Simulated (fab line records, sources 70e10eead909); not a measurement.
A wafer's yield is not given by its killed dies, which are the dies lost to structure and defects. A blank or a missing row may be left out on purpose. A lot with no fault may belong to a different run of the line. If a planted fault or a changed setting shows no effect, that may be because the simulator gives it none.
The tool behind it: which one? :: flow nand harc :: 35 wafers from 12 lots sampled at 5 of the route's 1302 steps

## WHAT THE GAUGES SHOWED, per wafer
NHARC_A_CHANNEL_FILL_D2_INSPECT_13. Usual: 369 for raw defect count, sd 120.
lot: L974
measured: day 15 16:56
on: defect inspect-02
raw defect count: 478 419 275
flag: 

lot: L975
measured: day 16 04:44
on: defect inspect-02
raw defect count: 452 311 306
flag: 

lot: L977
measured: day 17 00:36
on: defect inspect-02
raw defect count: 538 376 401
flag: 

lot: L978
measured: day 17 00:37
on: defect inspect-02
raw defect count: 489 499 505
flag: 

lot: L980
measured: day 17 13:08
on: defect inspect-02
raw defect count: 363 430 297
flag: 

lot: L981
measured: day 18 08:07
on: defect inspect-02
raw defect count: 415 416 214
flag: 

lot: L988
measured: day 21 11:45
on: defect inspect-02
raw defect count: 251 361 607
flag: 

lot: L989
measured: day 21 11:55
on: defect inspect-02
raw defect count: 238 234
flag: 

lot: L990
measured: day 22 08:58
on: defect inspect-02
raw defect count: 323 238 293
flag: 

lot: L992
measured: day 23 09:15
on: defect inspect-01
raw defect count: 389 409 347
flag: 

lot: L993
measured: day 23 13:53
on: defect inspect-02
raw defect count: 345 275 296
flag: 

lot: L996
measured: day 24 16:55
on: defect inspect-02
raw defect count: 747 358 538
flag: 

NHARC_END_SORT_01. Usual: killed at array 55, standard deviation 23; killed at other 1.0, standard deviation 1.2; killed at periphery 3.2, standard deviation 2.7; killed dies 59, standard deviation 23; killed open 3.1, standard deviation 1.6; killed short 2.2, standard deviation 1.5.
lot: L988
measured: day 30 05:01
on: prober-02
killed at array: 67
killed at other: 0
killed at periphery: 4
killed dies: 71
killed open: 5
killed short: 5
flag: 

## WHICH TOOL RAN EACH LOT (tool, then ch and the chambers of the sampled wafers, then the start)
lot: L974
NHARC_A_STAIRCASE_DESCUM_168: rie diel-09 ch 0,1,2, day 15 18:12
NHARC_A_STAIRCASE_TRIM_12: rie diel-02 ch 0,1,2, day 15 20:11
NHARC_A_STAIRCASE_TRIM_20: rie diel-02 ch 0,2,3, day 15 21:15

lot: L975
NHARC_A_STAIRCASE_DESCUM_168: rie diel-09 ch 0,1, day 16 05:53
NHARC_A_STAIRCASE_TRIM_12: rie diel-02 ch 0,1,3, day 16 08:01
NHARC_A_STAIRCASE_TRIM_20: rie diel-09 ch 1,2,3, day 16 09:19

lot: L977
NHARC_A_STAIRCASE_DESCUM_168: rie diel-09 ch 1,2, day 17 01:49
NHARC_A_STAIRCASE_TRIM_12: rie diel-02 ch 0,1,3, day 17 03:55
NHARC_A_STAIRCASE_TRIM_20: rie diel-02 ch 2,3, day 17 05:01

lot: L978
NHARC_A_STAIRCASE_DESCUM_168: rie diel-08 ch 0,3, day 17 01:40
NHARC_A_STAIRCASE_TRIM_12: rie diel-08 ch 1,2,3, day 17 03:49
NHARC_A_STAIRCASE_TRIM_20: rie diel-08 ch 1,2,3, day 17 05:10

lot: L980
NHARC_A_STAIRCASE_DESCUM_168: rie diel-09 ch 0,2,3, day 17 14:20
NHARC_A_STAIRCASE_TRIM_12: rie diel-08 ch 1,3, day 17 16:42
NHARC_A_STAIRCASE_TRIM_20: rie diel-08 ch 0,2, day 17 18:28

lot: L981
NHARC_A_STAIRCASE_DESCUM_168: rie diel-09 ch 0,1,2, day 18 09:20
NHARC_A_STAIRCASE_TRIM_12: rie diel-09 ch 2,3, day 18 11:14
NHARC_A_STAIRCASE_TRIM_20: rie diel-02 ch 1,2, day 18 15:03

lot: L988
NHARC_A_STAIRCASE_DESCUM_168: rie diel-09 ch 0,2,3, day 21 12:49
NHARC_A_STAIRCASE_TRIM_12: rie diel-08 ch 1,2, day 21 14:51
NHARC_A_STAIRCASE_TRIM_20: rie diel-02 ch 1,2, day 21 16:00

lot: L989
NHARC_A_STAIRCASE_DESCUM_168: rie diel-09 ch 1,3, day 21 12:58
NHARC_A_STAIRCASE_TRIM_12: rie diel-08 ch 0,1, day 21 14:56
NHARC_A_STAIRCASE_TRIM_20: rie diel-08 ch 0,2, day 21 16:05

lot: L990
NHARC_A_STAIRCASE_DESCUM_168: rie diel-08 ch 0,1,3, day 22 09:53
NHARC_A_STAIRCASE_TRIM_12: rie diel-08 ch 0,1,2, day 22 11:49
NHARC_A_STAIRCASE_TRIM_20: rie diel-02 ch 0,2,3, day 22 12:49

lot: L992
NHARC_A_STAIRCASE_DESCUM_168: rie diel-09 ch 0,1,3, day 23 10:18
NHARC_A_STAIRCASE_TRIM_12: rie diel-09 ch 0,3, day 23 12:07
NHARC_A_STAIRCASE_TRIM_20: rie diel-08 ch 0,1,2, day 23 13:18

lot: L993
NHARC_A_STAIRCASE_DESCUM_168: rie diel-08 ch 1,2,3, day 23 14:57
NHARC_A_STAIRCASE_TRIM_12: rie diel-09 ch 0,3, day 23 16:58
NHARC_A_STAIRCASE_TRIM_20: rie diel-02 ch 0,1, day 23 18:10

lot: L996
NHARC_A_STAIRCASE_DESCUM_168: rie diel-09 ch 0,2,3, day 24 18:06
NHARC_A_STAIRCASE_TRIM_12: rie diel-09 ch 0,2,3, day 24 23:58
NHARC_A_STAIRCASE_TRIM_20: rie diel-08 ch 2,3, day 25 01:55
- NHARC_A_STAIRCASE_DESCUM_168: chemistry O2, time 3 s.
- NHARC_A_STAIRCASE_TRIM_12: chemistry O2, time 211.2 s.
- NHARC_A_STAIRCASE_TRIM_20: chemistry O2, time 211.2 s.

## AS READ BY THE TOOLS THEMSELVES (means over the sampled wafers that have a number; for cases with no such wafer, the mark the record gives instead)
NHARC_A_STAIRCASE_DESCUM_168. Usual: drypump motor current A 5.5 A, standard deviation 0.59; oes product au 0.998 a.u., standard deviation 0.011; rf vpp V 57.8 V, standard deviation 0.92; showerhead plenum p Torr 1.92 Torr, standard deviation 0.088; throttle valve pct 11.310 %, standard deviation 0.0087.
lot: L974
tool: rie diel-09
drypump motor current A (A): 5.8
oes product au (a.u.): 0.994
rf vpp V (V): 57.7
showerhead plenum p Torr (Torr): 1.90
throttle valve pct (%): 11.314
flag: 

lot: L975
tool: rie diel-09
drypump motor current A (A): 6.1
oes product au (a.u.): 0.995
rf vpp V (V): 58.2
showerhead plenum p Torr (Torr): 1.99
throttle valve pct (%): 11.315
flag: 

lot: L977
tool: rie diel-09
drypump motor current A (A): 5.8
oes product au (a.u.): 0.989
rf vpp V (V): 57.4
showerhead plenum p Torr (Torr): 1.85
throttle valve pct (%): 11.313
flag: 

lot: L978
tool: rie diel-08
drypump motor current A (A): 5.1
oes product au (a.u.): 1.003
rf vpp V (V): 57.8
showerhead plenum p Torr (Torr): 1.88
throttle valve pct (%): 11.311
flag: 

lot: L980
tool: rie diel-09
drypump motor current A (A): 5.3
oes product au (a.u.): 0.992
rf vpp V (V): 57.5
showerhead plenum p Torr (Torr): 1.91
throttle valve pct (%): 11.317
flag: 

lot: L981
tool: rie diel-09
drypump motor current A (A): 5.8
oes product au (a.u.): 0.984
rf vpp V (V): 58.6
showerhead plenum p Torr (Torr): 1.90
throttle valve pct (%): 11.317
flag: 

lot: L988
tool: rie diel-09
drypump motor current A (A): 5.3
oes product au (a.u.): 0.996
rf vpp V (V): 56.7
showerhead plenum p Torr (Torr): 1.90
throttle valve pct (%): 11.315
flag: 

lot: L989
tool: rie diel-09
drypump motor current A (A): 5.5
oes product au (a.u.): 0.995
rf vpp V (V): 58.0
showerhead plenum p Torr (Torr): 1.90
throttle valve pct (%): 11.308
flag: 

lot: L990
tool: rie diel-08
drypump motor current A (A): 5.3
oes product au (a.u.): 1.000
rf vpp V (V): 58.2
showerhead plenum p Torr (Torr): 1.92
throttle valve pct (%): 11.303
flag: 

lot: L992
tool: rie diel-09
drypump motor current A (A): 5.7
oes product au (a.u.): 0.995
rf vpp V (V): 57.5
showerhead plenum p Torr (Torr): 1.94
throttle valve pct (%): 11.316
flag: 

lot: L993
tool: rie diel-08
drypump motor current A (A): 5.3
oes product au (a.u.): 1.003
rf vpp V (V): 57.8
showerhead plenum p Torr (Torr): 1.94
throttle valve pct (%): 11.309
flag: 

lot: L996
tool: rie diel-09
drypump motor current A (A): 5.3
oes product au (a.u.): 0.994
rf vpp V (V): 57.4
showerhead plenum p Torr (Torr): 1.99
throttle valve pct (%): 11.319
flag: 

NHARC_A_STAIRCASE_TRIM_12. Usual: drypump motor current A 5.5 A, standard deviation 0.6; oes product au 1.001 a.u., standard deviation 0.0097; rf vpp V 57.8 V, standard deviation 0.89; showerhead plenum p Torr 3.55 Torr, standard deviation 0.15; throttle valve pct 17.036 %, standard deviation 0.0083.
lot: L974
tool: rie diel-02
drypump motor current A (A): 6.2
oes product au (a.u.): 0.999
rf vpp V (V): 57.8
showerhead plenum p Torr (Torr): 3.65
throttle valve pct (%): 17.034
flag: 

lot: L975
tool: rie diel-02
drypump motor current A (A): 6.0
oes product au (a.u.): 1.002
rf vpp V (V): 57.7
showerhead plenum p Torr (Torr): 3.58
throttle valve pct (%): 17.031
flag: 

lot: L977
tool: rie diel-02
drypump motor current A (A): 6.0
oes product au (a.u.): 1.002
rf vpp V (V): 57.8
showerhead plenum p Torr (Torr): 3.58
throttle valve pct (%): 17.040
flag: 

lot: L978
tool: rie diel-08
drypump motor current A (A): 5.3
oes product au (a.u.): 0.999
rf vpp V (V): 58.3
showerhead plenum p Torr (Torr): 3.60
throttle valve pct (%): 17.036
flag: 

lot: L980
tool: rie diel-08
drypump motor current A (A): 5.4
oes product au (a.u.): 1.010
rf vpp V (V): 58.6
showerhead plenum p Torr (Torr): 3.68
throttle valve pct (%): 17.036
flag: 

lot: L981
tool: rie diel-09
drypump motor current A (A): 4.8
oes product au (a.u.): 0.996
rf vpp V (V): 58.2
showerhead plenum p Torr (Torr): 3.45
throttle valve pct (%): 17.041
flag: 

lot: L988
tool: rie diel-08
drypump motor current A (A): 5.6
oes product au (a.u.): 0.949
rf vpp V (V): 57.5
showerhead plenum p Torr (Torr): 3.58
throttle valve pct (%): 17.041
flag: OFF

lot: L989
tool: rie diel-08
drypump motor current A (A): 5.6
oes product au (a.u.): 0.917
rf vpp V (V): 57.7
showerhead plenum p Torr (Torr): 3.58
throttle valve pct (%): 17.033
flag: OFF

lot: L990
tool: rie diel-08
drypump motor current A (A): 5.6
oes product au (a.u.): 0.901
rf vpp V (V): 57.2
showerhead plenum p Torr (Torr): 3.54
throttle valve pct (%): 17.046
flag: OFF

lot: L992
tool: rie diel-09
drypump motor current A (A): 5.6
oes product au (a.u.): 1.006
rf vpp V (V): 57.4
showerhead plenum p Torr (Torr): 3.65
throttle valve pct (%): 17.035
flag: 

lot: L993
tool: rie diel-09
drypump motor current A (A): 5.2
oes product au (a.u.): 1.002
rf vpp V (V): 58.1
showerhead plenum p Torr (Torr): 3.58
throttle valve pct (%): 17.036
flag: 

lot: L996
tool: rie diel-09
drypump motor current A (A): 5.3
oes product au (a.u.): 1.002
rf vpp V (V): 57.9
showerhead plenum p Torr (Torr): 3.67
throttle valve pct (%): 17.041
flag: 

NHARC_A_STAIRCASE_TRIM_20. Usual: drypump motor current A 5.6 A, standard deviation 0.61; oes product au 1.001 a.u., standard deviation 0.01; rf vpp V 57.8 V, standard deviation 0.85; showerhead plenum p Torr 3.55 Torr, standard deviation 0.14; throttle valve pct 17.037 %, standard deviation 0.0088.
lot: L974
tool: rie diel-02
drypump motor current A (A): 5.8
oes product au (a.u.): 1.000
rf vpp V (V): 57.8
showerhead plenum p Torr (Torr): 3.58
throttle valve pct (%): 17.035
flag: 

lot: L975
tool: rie diel-09
drypump motor current A (A): 5.3
oes product au (a.u.): 0.998
rf vpp V (V): 58.4
showerhead plenum p Torr (Torr): 3.45
throttle valve pct (%): 17.032
flag: 

lot: L977
tool: rie diel-02
drypump motor current A (A): 5.2
oes product au (a.u.): 1.002
rf vpp V (V): 57.9
showerhead plenum p Torr (Torr): 3.46
throttle valve pct (%): 17.038
flag: 

lot: L978
tool: rie diel-08
drypump motor current A (A): 5.3
oes product au (a.u.): 1.007
rf vpp V (V): 57.6
showerhead plenum p Torr (Torr): 3.60
throttle valve pct (%): 17.025
flag: 

lot: L980
tool: rie diel-08
drypump motor current A (A): 5.6
oes product au (a.u.): 1.005
rf vpp V (V): 57.5
showerhead plenum p Torr (Torr): 3.44
throttle valve pct (%): 17.045
flag: 

lot: L981
tool: rie diel-02
drypump motor current A (A): 6.1
oes product au (a.u.): 0.991
rf vpp V (V): 57.9
showerhead plenum p Torr (Torr): 3.59
throttle valve pct (%): 17.045
flag: 

lot: L988
tool: rie diel-02
drypump motor current A (A): 5.9
oes product au (a.u.): 0.985
rf vpp V (V): 58.0
showerhead plenum p Torr (Torr): 3.58
throttle valve pct (%): 17.042
flag: 

lot: L989
tool: rie diel-08
drypump motor current A (A): 5.5
oes product au (a.u.): 0.999
rf vpp V (V): 58.0
showerhead plenum p Torr (Torr): 3.44
throttle valve pct (%): 17.037
flag: 

lot: L990
tool: rie diel-02
drypump motor current A (A): 5.8
oes product au (a.u.): 1.007
rf vpp V (V): 58.3
showerhead plenum p Torr (Torr): 3.56
throttle valve pct (%): 17.045
flag: 

lot: L992
tool: rie diel-08
drypump motor current A (A): 5.6
oes product au (a.u.): 1.009
rf vpp V (V): 58.3
showerhead plenum p Torr (Torr): 3.54
throttle valve pct (%): 17.036
flag: 

lot: L993
tool: rie diel-02
drypump motor current A (A): 6.4
oes product au (a.u.): 0.994
rf vpp V (V): 58.1
showerhead plenum p Torr (Torr): 3.62
throttle valve pct (%): 17.035
flag: 

lot: L996
tool: rie diel-08
drypump motor current A (A): 5.1
oes product au (a.u.): 1.009
rf vpp V (V): 57.7
showerhead plenum p Torr (Torr): 3.47
throttle valve pct (%): 17.033
flag: 

## THE ANSWER, worked out from the rows above alone
Rule: take the mean of a lot's wafers that have a number; if it is more than 3 standard deviations from the usual mean, the lot is off. A lot without any number at a reading at which 4 lots or more have one is off too. Where the step has rows for the other lots, those lots are counted as sound. First the gauges in route order, then the tools' own readings, where a lot's mean is used as printed above. At the first step where some lot is off, the reading lying furthest off is the one used; lots without a number count as furthest.
Off at NHARC_A_STAIRCASE_TRIM_12 (oes product au): L988, L989, L990.
A tool fits if, at that step or a process step before it, it ran every lot that is off, and no sound lot after the first of them. One fits: NHARC_A_STAIRCASE_TRIM_12 on rie diel-08. A fault onset in the window from L980 (day 17 16:42, its last sound lot) to L988 (day 21 14:51, its first lot off) fits.
The tool's own readings at NHARC_A_STAIRCASE_TRIM_12 bear it out: on the lots that are off they differ by more than 5 times the standard deviation of the sound lots' means. oes product au reads 0.922 a.u. there against 1.002 a.u. on the sound lots.

## WHAT THE SIMULATOR HAD INSERTED
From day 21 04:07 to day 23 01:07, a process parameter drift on rie diel-08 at NHARC_A_STAIRCASE_TRIM_12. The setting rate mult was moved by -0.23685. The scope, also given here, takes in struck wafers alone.
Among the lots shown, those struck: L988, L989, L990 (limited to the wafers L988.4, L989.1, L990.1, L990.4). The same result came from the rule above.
